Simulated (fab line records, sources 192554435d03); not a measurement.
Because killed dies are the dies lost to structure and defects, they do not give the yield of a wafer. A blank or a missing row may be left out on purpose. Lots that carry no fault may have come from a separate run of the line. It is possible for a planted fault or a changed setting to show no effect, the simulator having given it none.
The tool behind it: which one? -- flow n5-finfet -- 11 lots, 33 wafers sampled, at 4 steps of a route of 1938

## WHAT EACH GAUGE READ, for each wafer
N5_BEOL_M15_RS_MEAS_54: measurement is done with a four-point probe. Usual: M15_RS 0.0217 ohm/sq, standard deviation 0.00046.
lot,measured,on,M15_RS (ohm/sq),flag
L479,day 12 03:56,film-metro-01,0.0216 0.0218 0.0214,
L478,day 12 06:38,film-metro-02,0.0211 0.0219 0.0212,
L483,day 12 21:03,film-metro-01,0.0208 0.0214 0.0209,
L484,day 13 04:49,film-metro-02,0.0208 0.0209 0.0218,
L486,day 14 03:51,film-metro-02,0.0222 0.0220 0.0222,
L488,day 14 09:05,film-metro-02,0.0218 0.0222 0.0217,
L485,day 15 13:20,film-metro-01,0.0218 0.0221 0.0211,
L499,day 17 03:53,film-metro-01,0.0211 0.0213 0.0215,
L501,day 17 09:06,film-metro-02,0.0212 0.0212 0.0215,
L500,day 17 09:28,film-metro-02,0.0211 0.0221 0.0217,
L495,day 18 03:34,film-metro-01,0.0222 0.0222 0.0220,

N5_PASSIVATION_OVL_MEAS_60. Usual: TV_OVL -2 nm, standard deviation 4.2.
lot,measured,on,TV_OVL (nm),flag
L479,day 12 13:04,overlay-02,-9 -10 -5,
L478,day 12 15:48,overlay-01,-5 2 1,
L483,day 13 06:04,overlay-02,3 3 -2,
L484,day 13 11:46,overlay-01,-11 -7 -6,
L486,day 14 13:43,overlay-02,-7 2 2,
L488,day 14 14:40,overlay-02,-13 -3 -8,
L485,day 15 19:40,overlay-01,3 4 -2,
L499,day 17 10:02,overlay-02,-8 3 1,
L501,day 17 15:04,overlay-02,0 -1 2,
L500,day 17 18:52,overlay-02,0 -3 3,
L495,day 18 10:22,overlay-01,-9 -8 -5,

## WHAT TOOL EACH LOT RAN ON (gives the tool, then ch and the chambers of the sampled wafers, and finally the start)
lot,N5_PASSIVATION_PECVD_00,N5_MIM_BOT_ETCH_ETCH_03
L479,"pecvd-01 ch 0,1,2, day 12 04:57","rie-metal-03 ch 1, day 12 11:41"
L478,"pecvd-04 ch 0,1, day 12 07:40","rie-metal-02 ch 0,1, day 12 12:27"
L483,"pecvd-04 ch 0,1, day 12 22:04","rie-metal-02 ch 0,1, day 13 02:36"
L484,"pecvd-03 ch 0,1, day 13 05:50","rie-metal-02 ch 0,1, day 13 08:55"
L486,"pecvd-04 ch 0,1, day 14 04:52","rie-metal-02 ch 0,1, day 14 12:29"
L488,"pecvd-01 ch 0,1,2, day 14 10:06","rie-metal-02 ch 0,1, day 14 13:13"
L485,"pecvd-01 ch 1,2, day 15 14:21","rie-metal-02 ch 0,1, day 15 17:34"
L499,"pecvd-01 ch 0,1, day 17 04:54","rie-metal-01 ch 1, day 17 08:13"
L501,"pecvd-01 ch 0,1,2, day 17 10:07","rie-metal-01 ch 0,1, day 17 13:15"
L500,"pecvd-03 ch 0,2, day 17 10:29","rie-metal-03 ch 0,1, day 17 15:49"
L495,"pecvd-03 ch 0,1,2, day 18 04:35","rie-metal-02 ch 0,1, day 18 08:25"
- N5_PASSIVATION_PECVD_00: deposits SiO2 from SiH4/N2O, target thk 200 nm, time 11.2 s.
- N5_MIM_BOT_ETCH_ETCH_03: etches the open film in Cl2/BCl3, target depth 12 nm.

## AS READ BY THE TOOLS THEMSELVES (means over the sampled wafers that have a number; for cases with no such wafer, the mark the record gives instead)
N5_PASSIVATION_PECVD_00. Usual: heater-power-w 721 W, standard deviation 62; showerhead-plenum-p-Torr 8.15 Torr, standard deviation 0.067; showerhead-vpp-V 1501 V, standard deviation 89; throttle-valve-pct 50.5 %, standard deviation 2.6.
lot,tool,heater-power-w (W),showerhead-plenum-p-Torr (Torr),showerhead-vpp-V (V),throttle-valve-pct (%),flag
L479,pecvd-01,716,8.16,1498,50.2,
L478,pecvd-04,739,8.16,1499,50.4,
L483,pecvd-04,703,8.13,1574,51.4,
L484,pecvd-03,670,8.12,1450,52.6,
L486,pecvd-04,715,8.12,1567,51.5,
L488,pecvd-01,706,8.15,1503,50.2,
L485,pecvd-01,804,8.11,1507,50.1,
L499,pecvd-01,709,8.15,1524,52.3,
L501,pecvd-01,752,8.16,1494,50.7,
L500,pecvd-03,811,8.15,1584,48.0,
L495,pecvd-03,746,8.15,1488,50.8,

N5_MIM_BOT_ETCH_ETCH_03. Usual: drypump-motor-current-A 5.7 A, standard deviation 0.55; mfc-cl2-sccm 20.00 sccm, standard deviation 0.057; oes-product-au 0.76 a.u., standard deviation 0.12; rf-fwd-power-W 794.4 W, standard deviation 2.3; throttle-valve-pct 27.38 %, standard deviation 0.28.
lot,tool,drypump-motor-current-A (A),mfc-cl2-sccm (sccm),oes-product-au (a.u.),rf-fwd-power-W (W),throttle-valve-pct (%),flag
L479,rie-metal-03,4.9,20.03,0.80,796.7,27.45,
L478,rie-metal-02,6.1,20.00,0.68,795.4,27.19,
L483,rie-metal-02,6.1,20.05,0.67,792.8,27.17,
L484,rie-metal-02,5.6,20.02,0.67,796.4,27.19,
L486,rie-metal-02,6.1,19.97,0.87,1274.3,27.19,OFF
L488,rie-metal-02,5.6,19.92,0.86,1275.1,27.20,OFF
L485,rie-metal-02,6.0,19.97,1.14,1273.1,27.29,OFF
L499,rie-metal-01,5.7,20.03,0.70,794.2,27.19,
L501,rie-metal-01,5.6,20.01,0.87,791.8,27.80,
L500,rie-metal-03,5.4,20.01,0.82,792.9,27.60,
L495,rie-metal-02,6.0,20.00,0.93,794.7,27.36,

## THE ANSWER, worked out from the rows above alone
Rule: a lot counts as off when the mean over its wafers that have a number is more than 3 standard deviations away from the usual mean. A lot without any number at a reading at which 4 lots or more have one is off too. Where the step has rows for the other lots, those lots are counted as sound. The gauges are gone through in route order, then the tools' own readings, and for those a lot's mean is taken as printed above. At the first step where some lot is off, the reading lying furthest off is the one used; lots without a number count as furthest.
Off at N5_MIM_BOT_ETCH_ETCH_03 (rf-fwd-power-W): L486, L488, L485.
If a tool, at that step or one of the process steps before it, ran each lot that is off and ran no sound lot following the first of them, it fits. Of those tried, none fits.

## WHAT HAD BEEN PUT IN BY THE SIMULATOR
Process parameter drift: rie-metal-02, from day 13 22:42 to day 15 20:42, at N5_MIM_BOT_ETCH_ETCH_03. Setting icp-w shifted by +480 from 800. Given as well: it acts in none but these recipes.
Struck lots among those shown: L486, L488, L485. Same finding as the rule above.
